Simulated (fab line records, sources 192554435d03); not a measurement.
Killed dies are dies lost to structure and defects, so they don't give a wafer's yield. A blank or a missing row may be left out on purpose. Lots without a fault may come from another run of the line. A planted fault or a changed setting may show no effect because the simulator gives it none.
Chamber matching | flow n5_finfet | N5_BEOL_M3_ALD_84 on ald_metal-02: 4 sister chambers
The step deposits TaN, pulse time 2 s, purge time 3 s, co reactant purge time 2 s. 16 wafers are shown with their chamber, then 8 later ones without.

WAFERS WITH THEIR CHAMBER
wafer  | chamber | heater_power_w (W)
L075.1 | 2       | 482
L075.3 | 3       | 431
L075.6 | 3       | 435
L076.3 | 0       | 406
L076.4 | 3       | 440
L076.6 | 0       | 404
L078.3 | 1       | 382
L078.4 | 2       | 475
L078.5 | 3       | 434
L081.2 | 0       | 399
L081.3 | 1       | 389
L081.6 | 0       | 403
L084.1 | 1       | 377
L084.3 | 0       | 399
L084.6 | 2       | 475
L086.3 | 3       | 433

SIGNATURES (means of the wafers above)
reading        | chamber 0 | chamber 1 | chamber 2 | chamber 3 | scatter within a chamber
heater_power_w | 402.20    | 382.67    | 477.33    | 434.60    | 3.97
Rule: a wafer's distance from a chamber is the root of the sum, over the readings, of the square of ((its reading less the chamber's mean) divided by the reading's scatter). The wafer belongs to the nearest chamber; if the next one is less than 2 further off, it can't be placed. The scatter: the root of (the sum of the squares of (reading less its chamber's mean) over the shown wafers, divided by (wafers less chambers)).

WAFERS WITHOUT THEIR CHAMBER
wafer  | heater_power_w (W)
L086.5 | 387
L086.6 | 406
L087.1 | 436
L087.3 | 386
L087.5 | 370
L094.1 | 432
L094.2 | 484
L094.4 | 405

WHICH CHAMBER EACH WENT THROUGH
wafer  | from the rows above | in truth
L086.5 | 1                   | 1
L086.6 | 0                   | 0
L087.1 | 3                   | 3
L087.3 | 1                   | 1
L087.5 | 1                   | 1
L094.1 | 3                   | 3
L094.2 | 2                   | 2
L094.4 | 0                   | 0
Placed correctly: 8 of 8. Can't be placed from these rows: 0. Placed wrongly: 0.
